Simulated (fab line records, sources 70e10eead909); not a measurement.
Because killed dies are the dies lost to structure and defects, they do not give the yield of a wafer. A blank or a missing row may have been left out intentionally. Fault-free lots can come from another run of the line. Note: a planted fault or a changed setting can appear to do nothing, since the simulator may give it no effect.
Which tool is to blame? :: flow nand harc :: 36 wafers from 12 lots sampled at 5 of the route's 1302 steps

WHAT THE GAUGES READ, wafer by wafer
NHARC_END_SORT_01. Usual: killed at array 41, standard deviation 10; killed at other 0.8, standard deviation 0.91; killed at periphery 4.2, standard deviation 2.9; killed dies 46, standard deviation 10; killed open 3.5, standard deviation 2.1; killed short 2.5, standard deviation 1.6.
lot: L351
measured: day 31 08:24
on: prober-02
killed at array: 70 62 47
killed at other: 0 1 0
killed at periphery: 1 0 4
killed dies: 71 63 51
killed open: 2 2 2
killed short: 2 3 2
flag: 

WHAT TOOL EACH LOT RAN ON (gives the tool, then ch and the chambers of the sampled wafers, and finally the start)
lot: L336
NHARC_A_WL_FILL_ETCHBACK_16: rie diel-02 ch 1,2,3, day 21 11:01 or earlier
NHARC_A_WL_FILL_STRIP_29: rie diel-02 ch 0,3, day 21 11:01
NHARC_A_WL_FILL_CVD_23: lpcvd poly-02 ch 0, day 21 13:44
NHARC_A_WL_FILL_ETCHBACK_26: rie si-06 ch 0,2,3, day 21 16:20

lot: L338
NHARC_A_WL_FILL_ETCHBACK_16: rie diel-13 ch 0,2, day 21 21:46 or earlier
NHARC_A_WL_FILL_STRIP_29: rie diel-13 ch 0,2,3, day 21 21:46
NHARC_A_WL_FILL_CVD_23: lpcvd poly-02 ch 0, day 22 00:32
NHARC_A_WL_FILL_ETCHBACK_26: rie si-05 ch 1,2,3, day 22 03:06

lot: L339
NHARC_A_WL_FILL_ETCHBACK_16: rie diel-02 ch 0,1,2, day 21 21:50 or earlier
NHARC_A_WL_FILL_STRIP_29: rie diel-02 ch 0,2,3, day 21 21:50
NHARC_A_WL_FILL_CVD_23: lpcvd poly-02 ch 0, day 22 00:32
NHARC_A_WL_FILL_ETCHBACK_26: rie si-01 ch 0,1,2, day 22 03:06

lot: L346
NHARC_A_WL_FILL_ETCHBACK_16: rie diel-02 ch 0,1,3, day 25 07:56 or earlier
NHARC_A_WL_FILL_STRIP_29: rie diel-02 ch 1,3, day 25 07:56
NHARC_A_WL_FILL_CVD_23: lpcvd poly-04 ch 0, day 25 10:43
NHARC_A_WL_FILL_ETCHBACK_26: rie si-01 ch 0,1, day 25 13:19

lot: L349
NHARC_A_WL_FILL_ETCHBACK_16: rie diel-13 ch 0,2,3, day 26 08:37 or earlier
NHARC_A_WL_FILL_STRIP_29: rie diel-13 ch 1,2, day 26 08:37
NHARC_A_WL_FILL_CVD_23: lpcvd poly-02 ch 0, day 26 11:38
NHARC_A_WL_FILL_ETCHBACK_26: rie si-05 ch 0,1,2, day 26 14:14

lot: L352
NHARC_A_WL_FILL_ETCHBACK_16: rie diel-13 ch 0,1,3, day 27 09:47 or earlier
NHARC_A_WL_FILL_STRIP_29: rie diel-13 ch 1,2,3, day 27 09:47
NHARC_A_WL_FILL_CVD_23: lpcvd poly-02 ch 0, day 27 12:31
NHARC_A_WL_FILL_ETCHBACK_26: rie si-05 ch 0,2,3, day 27 15:05

lot: L351
NHARC_A_WL_FILL_ETCHBACK_16: rie diel-02 ch 0,1,3, day 27 13:48 or earlier
NHARC_A_WL_FILL_STRIP_29: rie diel-02 ch 0,2,3, day 27 13:48
NHARC_A_WL_FILL_CVD_23: lpcvd poly-02 ch 0, day 27 16:31
NHARC_A_WL_FILL_ETCHBACK_26: rie si-06 ch 0,2, day 27 19:07

lot: L353
NHARC_A_WL_FILL_ETCHBACK_16: rie diel-09 ch 1,2,3, day 27 18:20 or earlier
NHARC_A_WL_FILL_STRIP_29: rie diel-09 ch 1,3, day 27 18:20
NHARC_A_WL_FILL_CVD_23: lpcvd poly-02 ch 0, day 27 21:04
NHARC_A_WL_FILL_ETCHBACK_26: rie si-05 ch 0,1,3, day 27 23:43

lot: L354
NHARC_A_WL_FILL_ETCHBACK_16: rie diel-02 ch 0,1,2, day 28 07:20 or earlier
NHARC_A_WL_FILL_STRIP_29: rie diel-02 ch 1,3, day 28 07:20
NHARC_A_WL_FILL_CVD_23: lpcvd poly-02 ch 0, day 28 10:04
NHARC_A_WL_FILL_ETCHBACK_26: rie si-01 ch 1,2, day 28 12:40

lot: L355
NHARC_A_WL_FILL_ETCHBACK_16: rie diel-09 ch 1,2,3, day 28 07:23 or earlier
NHARC_A_WL_FILL_STRIP_29: rie diel-09 ch 0,1,2, day 28 07:23
NHARC_A_WL_FILL_CVD_23: lpcvd poly-02 ch 0, day 28 10:04
NHARC_A_WL_FILL_ETCHBACK_26: rie si-06 ch 0,2,3, day 28 12:41

lot: L358
NHARC_A_WL_FILL_ETCHBACK_16: rie diel-09 ch 1,2,3, day 29 21:31 or earlier
NHARC_A_WL_FILL_STRIP_29: rie diel-09 ch 1,2,3, day 29 21:31
NHARC_A_WL_FILL_CVD_23: lpcvd poly-04 ch 0, day 30 00:17
NHARC_A_WL_FILL_ETCHBACK_26: rie si-01 ch 1,2,3, day 30 02:52

lot: L357
NHARC_A_WL_FILL_ETCHBACK_16: rie diel-02 ch 0,2, day 30 01:57 or earlier
NHARC_A_WL_FILL_STRIP_29: rie diel-02 ch 0,3, day 30 01:57
NHARC_A_WL_FILL_CVD_23: lpcvd poly-04 ch 0, day 30 04:42
NHARC_A_WL_FILL_ETCHBACK_26: rie si-06 ch 0,2,3, day 30 07:18
- NHARC_A_WL_FILL_ETCHBACK_16: etches the open film in C4F8/O2/Ar, target depth 120 nm, time 24 s.
- NHARC_A_WL_FILL_STRIP_29: strips in O2, time 20 s.
- NHARC_A_WL_FILL_CVD_23: deposits poly-Si, target thk 40 nm, time 800 s.
- NHARC_A_WL_FILL_ETCHBACK_26: etches the open film in HBr, target depth 52 nm, time 13.3 s.

WHAT THE TOOLS THEMSELVES READ (means of the sampled wafers that have a number; where no wafer has one, the mark that the record gives instead)
NHARC_A_WL_FILL_ETCHBACK_16. Usual: bias w 799.5 W, standard deviation 2.8; oes product au 0.98 a.u., standard deviation 0.033; rf fwd power W 589.7 W, standard deviation 2.7; rf vpp V 725 V, standard deviation 4.3.
lot: L336
tool: rie diel-02
bias w (W): 799.1
oes product au (a.u.): 0.99
rf fwd power W (W): 590.9
rf vpp V (V): 726
flag: 

lot: L338
tool: rie diel-13
bias w (W): 796.8
oes product au (a.u.): 0.94
rf fwd power W (W): 591.3
rf vpp V (V): 728
flag: 

lot: L339
tool: rie diel-02
bias w (W): 798.6
oes product au (a.u.): 0.93
rf fwd power W (W): 592.1
rf vpp V (V): 727
flag: 

lot: L346
tool: rie diel-02
bias w (W): 799.2
oes product au (a.u.): 1.00
rf fwd power W (W): 589.8
rf vpp V (V): 726
flag: 

lot: L349
tool: rie diel-13
bias w (W): 799.4
oes product au (a.u.): 0.99
rf fwd power W (W): 589.6
rf vpp V (V): 724
flag: 

lot: L352
tool: rie diel-13
bias w (W): 796.5
oes product au (a.u.): 0.95
rf fwd power W (W): 587.3
rf vpp V (V): 724
flag: 

lot: L351
tool: rie diel-02
bias w (W): 798.3
oes product au (a.u.): 0.96
rf fwd power W (W): 590.4
rf vpp V (V): 726
flag: 

lot: L353
tool: rie diel-09
bias w (W): 801.5
oes product au (a.u.): 0.99
rf fwd power W (W): 590.0
rf vpp V (V): 723
flag: 

lot: L354
tool: rie diel-02
bias w (W): 798.0
oes product au (a.u.): 0.92
rf fwd power W (W): 591.2
rf vpp V (V): 727
flag: 

lot: L355
tool: rie diel-09
bias w (W): 798.5
oes product au (a.u.): 0.92
rf fwd power W (W): 589.6
rf vpp V (V): 723
flag: 

lot: L358
tool: rie diel-09
bias w (W): 799.6
oes product au (a.u.): 0.99
rf fwd power W (W): 590.3
rf vpp V (V): 723
flag: 

lot: L357
tool: rie diel-02
bias w (W): 800.3
oes product au (a.u.): 1.00
rf fwd power W (W): 589.6
rf vpp V (V): 726
flag: 

NHARC_A_WL_FILL_STRIP_29. Usual: drypump motor current A 5.6 A, standard deviation 0.47; oes product au 0.999 a.u., standard deviation 0.011; rf vpp V 57.9 V, standard deviation 0.91; showerhead plenum p Torr 3.59 Torr, standard deviation 0.14; throttle valve pct 17.038 %, standard deviation 0.0095.
lot: L336
tool: rie diel-02
drypump motor current A (A): 5.7
oes product au (a.u.): 0.996
rf vpp V (V): 58.0
showerhead plenum p Torr (Torr): 3.52
throttle valve pct (%): 17.037
flag: 

lot: L338
tool: rie diel-13
drypump motor current A (A): 5.7
oes product au (a.u.): 1.003
rf vpp V (V): 57.7
showerhead plenum p Torr (Torr): 3.58
throttle valve pct (%): 17.045
flag: 

lot: L339
tool: rie diel-02
drypump motor current A (A): 5.6
oes product au (a.u.): 0.997
rf vpp V (V): 57.2
showerhead plenum p Torr (Torr): 3.58
throttle valve pct (%): 17.031
flag: 

lot: L346
tool: rie diel-02
drypump motor current A (A): 5.5
oes product au (a.u.): 1.002
rf vpp V (V): 57.4
showerhead plenum p Torr (Torr): 3.67
throttle valve pct (%): 17.031
flag: 

lot: L349
tool: rie diel-13
drypump motor current A (A): 4.9
oes product au (a.u.): 1.010
rf vpp V (V): 57.8
showerhead plenum p Torr (Torr): 3.63
throttle valve pct (%): 17.035
flag: 

lot: L352
tool: rie diel-13
drypump motor current A (A): 5.2
oes product au (a.u.): 1.019
rf vpp V (V): 58.4
showerhead plenum p Torr (Torr): 3.53
throttle valve pct (%): 17.035
flag: 

lot: L351
tool: rie diel-02
drypump motor current A (A): 5.6
oes product au (a.u.): 0.996
rf vpp V (V): 56.9
showerhead plenum p Torr (Torr): 3.58
throttle valve pct (%): 17.042
flag: 

lot: L353
tool: rie diel-09
drypump motor current A (A): 6.2
oes product au (a.u.): 0.985
rf vpp V (V): 57.6
showerhead plenum p Torr (Torr): 3.58
throttle valve pct (%): 17.040
flag: 

lot: L354
tool: rie diel-02
drypump motor current A (A): 5.5
oes product au (a.u.): 0.994
rf vpp V (V): 58.1
showerhead plenum p Torr (Torr): 3.67
throttle valve pct (%): 17.037
flag: 

lot: L355
tool: rie diel-09
drypump motor current A (A): 5.8
oes product au (a.u.): 0.996
rf vpp V (V): 57.9
showerhead plenum p Torr (Torr): 3.57
throttle valve pct (%): 17.034
flag: 

lot: L358
tool: rie diel-09
drypump motor current A (A): 5.8
oes product au (a.u.): 0.999
rf vpp V (V): 58.0
showerhead plenum p Torr (Torr): 3.52
throttle valve pct (%): 17.048
flag: 

lot: L357
tool: rie diel-02
drypump motor current A (A): 5.7
oes product au (a.u.): 0.999
rf vpp V (V): 57.6
showerhead plenum p Torr (Torr): 3.52
throttle valve pct (%): 17.039
flag: 

NHARC_A_WL_FILL_CVD_23. Usual: run length s 801.26 s, standard deviation 0.26; zone power centre pct 9.06 %, standard deviation 0.3; zone power top pct 17.5 %, standard deviation 2.7.
lot: L336
tool: lpcvd poly-02
run length s (s): 801.13
zone power centre pct (%): 8.99
zone power top pct (%): 14.6
flag: 

lot: L338
tool: lpcvd poly-02
run length s (s): 1538.20
zone power centre pct (%): 9.07
zone power top pct (%): 14.6
flag: OFF

lot: L339
tool: lpcvd poly-02
run length s (s): 1537.60
zone power centre pct (%): 9.04
zone power top pct (%): 14.7
flag: OFF

lot: L346
tool: lpcvd poly-04
run length s (s): 800.94
zone power centre pct (%): 9.37
zone power top pct (%): 18.9
flag: 

lot: L349
tool: lpcvd poly-02
run length s (s): 800.96
zone power centre pct (%): 9.07
zone power top pct (%): 14.7
flag: 

lot: L352
tool: lpcvd poly-02
run length s (s): 800.97
zone power centre pct (%): 9.06
zone power top pct (%): 14.7
flag: 

lot: L351
tool: lpcvd poly-02
run length s (s): 801.33
zone power centre pct (%): 9.07
zone power top pct (%): 14.6
flag: 

lot: L353
tool: lpcvd poly-02
run length s (s): 801.41
zone power centre pct (%): 9.01
zone power top pct (%): 14.7
flag: 

lot: L354
tool: lpcvd poly-02
run length s (s): 801.79
zone power centre pct (%): 9.00
zone power top pct (%): 14.8
flag: 

lot: L355
tool: lpcvd poly-02
run length s (s): 801.47
zone power centre pct (%): 9.02
zone power top pct (%): 14.6
flag: 

lot: L358
tool: lpcvd poly-04
run length s (s): 801.19
zone power centre pct (%): 9.29
zone power top pct (%): 18.9
flag: 

lot: L357
tool: lpcvd poly-04
run length s (s): 801.32
zone power centre pct (%): 9.37
zone power top pct (%): 19.0
flag: 

NHARC_A_WL_FILL_ETCHBACK_26. Usual: bias w 60.02 W, standard deviation 0.17; drypump motor current A 5.4 A, standard deviation 0.37; oes product au 0.996 a.u., standard deviation 0.0083; rf fwd power W 342.7 W, standard deviation 1.7; throttle valve pct 23.267 %, standard deviation 0.0084.
lot: L336
tool: rie si-06
bias w (W): 60.14
drypump motor current A (A): 5.8
oes product au (a.u.): 0.997
rf fwd power W (W): 342.3
throttle valve pct (%): 23.266
flag: 

lot: L338
tool: rie si-05
bias w (W): 59.96
drypump motor current A (A): 5.1
oes product au (a.u.): 1.002
rf fwd power W (W): 343.5
throttle valve pct (%): 23.268
flag: 

lot: L339
tool: rie si-01
bias w (W): 60.06
drypump motor current A (A): 5.2
oes product au (a.u.): 1.005
rf fwd power W (W): 342.7
throttle valve pct (%): 23.276
flag: 

lot: L346
tool: rie si-01
bias w (W): 59.92
drypump motor current A (A): 5.3
oes product au (a.u.): 0.988
rf fwd power W (W): 343.8
throttle valve pct (%): 23.265
flag: 

lot: L349
tool: rie si-05
bias w (W): 59.94
drypump motor current A (A): 5.3
oes product au (a.u.): 0.998
rf fwd power W (W): 344.3
throttle valve pct (%): 23.275
flag: 

lot: L352
tool: rie si-05
bias w (W): 60.06
drypump motor current A (A): 5.2
oes product au (a.u.): 1.002
rf fwd power W (W): 344.7
throttle valve pct (%): 23.263
flag: 

lot: L351
tool: rie si-06
bias w (W): 59.97
drypump motor current A (A): 5.7
oes product au (a.u.): 0.998
rf fwd power W (W): 344.8
throttle valve pct (%): 23.260
flag: 

lot: L353
tool: rie si-05
bias w (W): 60.00
drypump motor current A (A): 5.3
oes product au (a.u.): 0.999
rf fwd power W (W): 343.2
throttle valve pct (%): 23.264
flag: 

lot: L354
tool: rie si-01
bias w (W): 59.98
drypump motor current A (A): 4.9
oes product au (a.u.): 0.994
rf fwd power W (W): 340.9
throttle valve pct (%): 23.265
flag: 

lot: L355
tool: rie si-06
bias w (W): 59.96
drypump motor current A (A): 5.8
oes product au (a.u.): 1.002
rf fwd power W (W): 341.1
throttle valve pct (%): 23.255
flag: 

lot: L358
tool: rie si-01
bias w (W): 60.35
drypump motor current A (A): 5.3
oes product au (a.u.): 0.991
rf fwd power W (W): 342.4
throttle valve pct (%): 23.267
flag: 

lot: L357
tool: rie si-06
bias w (W): 59.93
drypump motor current A (A): 5.8
oes product au (a.u.): 0.992
rf fwd power W (W): 343.0
throttle valve pct (%): 23.270
flag: 

THE ANSWER, worked out from the rows above alone
Rule: lot off if the mean of its wafers having a number is beyond 3 standard deviations from the usual mean. Also off: a lot with no number at a reading for which 4 or more lots have one. All remaining lots with rows at the step are treated as sound. After the gauges, taken in route order, come the tools' own readings; for these a lot's mean is taken, as printed above. The first step at which some lot is off is used, and at that step the reading that is off furthest; a lot without a number counts as furthest.
Off: L338, L339 (NHARC_A_WL_FILL_CVD_23, run length s).
If a tool, at that step or one of the process steps before it, ran each lot that is off and ran no sound lot following the first of them, it fits. NHARC_A_WL_FILL_ETCHBACK_16: start missing for some lots; hours and lot order therefore follow NHARC_A_WL_FILL_STRIP_29. Of those tried, none fits.

WHAT WAS PUT IN BY THE SIMULATOR
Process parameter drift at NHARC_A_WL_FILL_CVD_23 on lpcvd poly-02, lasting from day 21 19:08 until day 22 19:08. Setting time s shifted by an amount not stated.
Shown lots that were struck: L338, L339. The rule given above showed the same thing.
